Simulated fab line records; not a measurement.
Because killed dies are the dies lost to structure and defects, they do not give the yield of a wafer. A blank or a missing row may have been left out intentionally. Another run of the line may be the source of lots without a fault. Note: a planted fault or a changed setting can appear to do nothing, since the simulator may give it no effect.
Chamber matching ; flow nand harc ; NHARC_A_STAIRCASE_TRIM_12 on rie diel-11: 4 sister chambers
The step chemistry O2, time 211.2 s. 20 wafers are shown with their chamber, then 10 later ones without.

WAFERS PAIRED WITH THEIR CHAMBERS
wafer;chamber;showerhead plenum p Torr (Torr);drypump motor current A (A);rf vpp V (V)
L074.2;0;3.31;5.1;57.8
L074.4;3;3.76;6.0;57.9
L074.6;0;3.31;5.0;56.2
L075.2;3;3.76;5.9;59.3
L075.4;1;3.37;6.4;58.4
L075.5;3;3.76;5.9;58.7
L075.1;0;3.31;5.1;57.4
L075.3;2;3.70;4.8;58.7
L075.6;0;3.31;5.1;57.9
L078.3;1;3.36;6.4;55.9
L078.5;2;3.70;4.8;59.2
L078.6;1;3.36;6.4;58.1
L079.1;0;3.30;5.1;56.0
L079.2;1;3.36;6.4;57.1
L079.3;2;3.69;4.8;57.9
L080.1;2;3.69;4.8;59.5
L080.5;0;3.30;5.1;58.1
L080.6;3;3.75;6.0;59.1
L085.1;1;3.36;6.4;57.3
L085.3;2;3.69;4.8;58.8

SIGNATURES (means of the wafers above)
reading;chamber 0;chamber 1;chamber 2;chamber 3;scatter within a chamber
showerhead plenum p Torr;3.3067;3.3620;3.6940;3.7575;0.00505
drypump motor current A;5.083;6.400;4.800;5.950;0.0339
rf vpp V;57.233;57.360;58.820;58.750;0.813
Rule: for each reading, subtract the chamber's mean from the wafer's reading, divide by that reading's scatter and square the result; add these up over the readings and take the root, which gives the wafer's distance from the chamber. The wafer belongs to the nearest chamber; if the next one is less than 2 further off, it can't be placed. The scatter: the root of (the sum of the squares of (reading less its chamber's mean) over the shown wafers, divided by (wafers less chambers)).

WAFERS MISSING THEIR CHAMBER
wafer;showerhead plenum p Torr (Torr);drypump motor current A (A);rf vpp V (V)
L085.5;3.30;5.1;56.4
L086.1;3.35;6.4;58.2
L086.3;3.74;5.9;58.4
L086.5;3.74;5.9;59.0
L089.3;3.29;5.1;56.0
L089.4;3.74;5.9;57.6
L089.5;3.74;6.0;57.9
L090.1;3.35;6.4;57.7
L090.2;3.74;5.9;58.4
L090.3;3.29;5.1;57.0

THE CHAMBER EACH PASSED THROUGH
wafer;from the rows above;in truth
L085.5;0;0
L086.1;1;1
L086.3;3;3
L086.5;3;3
L089.3;0;0
L089.4;3;3
L089.5;3;3
L090.1;1;1
L090.2;3;3
L090.3;0;0
Placed correctly: 10 of 10. Not placeable from these rows: 0. Wrongly placed: 0.
